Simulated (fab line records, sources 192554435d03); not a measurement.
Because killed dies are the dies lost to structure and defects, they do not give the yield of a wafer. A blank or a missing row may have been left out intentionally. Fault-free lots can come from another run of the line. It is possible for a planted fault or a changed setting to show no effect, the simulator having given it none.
A lot that was struck, set against a sound lot -- flow n5 finfet -- 14 out of 1938 route steps
Sound: these wafers, L948.1, L948.3. Struck: wafers L952.1, L952.4, L952.5. Last of all comes the cause.
At each step with rows: each side's tool, then ch and its chambers, then its first start. Under that, the readings that differ: sound wafers -- struck wafers -- difference of the means -- sigmas: that difference in standard deviations of wafers without a fault.
alike: a reading whose means differ by less than 2 such deviations, as well as words and numbers matching on both sides. not compared: withheld readings; readings where some wafer has no value; bounds like >300 that might hide an equal value; numbers whose values overlap and for which the record gives no deviation.
The two part at a step that has a row with sigmas, a row that says differs or no value, or rows on one side only. Numbers that don't overlap but have no deviation are shown without sigmas and don't part them. Lack of a reading on every wafer of one side parts them only where that side has two or more wafers.

N5_ZERO_LAYER_DESCUM_16: chemistry O2, time 7.9 s.
  sound on rie diel-02 ch 1,3, day 3 18:47; struck on rie diel-01 ch 0,1,2, day 4 18:45
  alike: drypump motor current A, o2 flow sccm, oes product au, rf vpp V, showerhead plenum p Torr, throttle valve pct
  not compared: rf hours counter h
N5_ZERO_LAYER_ETCH_17: etches SiO2 in CF4, target depth 12 nm, time 13.3 s.
  sound on rie diel-02 ch 1,3, day 3 18:49; struck on rie diel-01 ch 0,1,2, day 4 18:47
  alike: drypump motor current A, mfc ar sccm, oes product au, rf vpp V, showerhead plenum p Torr, throttle valve pct
  not compared: rf hours counter h
N5_ZERO_LAYER_ETCH_18: etches Si in HBr/Cl2, target depth 120 nm, time 40 s.
  sound on rie si-06 ch 2,3, day 3 18:53; struck on rie si-06 ch 0,1,2, day 4 18:51
  alike: drypump motor current A, oes product au, throttle valve pct
  not compared: rf hours counter h
N5_ZERO_LAYER_STRIP_24: strips in O2.
  sound on plasma asher-01 ch 0,1, day 3 18:59; struck on plasma asher-01 ch 0, day 4 19:10
  alike: drypump motor current A, heater power w, o2 flow sccm, oes product au, strip time to endpoint s
  not compared: rf hours counter h
then, 1 step without rows for these wafers: N5_ZERO_LAYER_STRIP_19 (strips in SPM, time 900 s).
N5_ZERO_LAYER_INSPECT_20: inspects for defects (darkfield).
  struck on defect inspect-01, day 4 19:31; sound on defect inspect-02, day 3 19:21
  alike: raw defect count
then, 6 steps without rows for these wafers: N5_WELL_APT_HMDS_01 (time 60 s); N5_WELL_APT_COAT_02 (resist thk 950 nm); N5_WELL_APT_EBR_04; N5_WELL_APT_SOFTBAKE_03 (time 60 s); N5_WELL_APT_EXPOSE_05 (exposes mask NWELL, defocus 0 nm, target cd 200 nm); N5_WELL_APT_PEB_06 (peb time 90 s).
N5_WELL_APT_DEVELOP_07: develop time 45 s.
  struck on litho track-03, day 4 19:50; sound on litho track-01 ch 0, day 3 19:40
  no value came back on the struck wafers for chill plate temp C (C), develop time s (s); on the sound wafers chill plate temp C (C) reads 22.85 23.14
reading,sound,struck,difference,sigmas
model.coat_of_WELL_APT_COAT_02.thk nm (nm),944.8 941.1,958.3 960.2 961.8,+17.1,
then, 1 step without rows for these wafers: N5_WELL_APT_HARDBAKE_12 (time 120 s).

== WHERE THEY PART ==
N5_WELL_APT_DEVELOP_07 only, going by this record.

WHY: what the simulator had put in
Entire step skipped (litho track-03, N5_WELL_APT_DEVELOP_07), from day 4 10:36 onward. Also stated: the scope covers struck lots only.
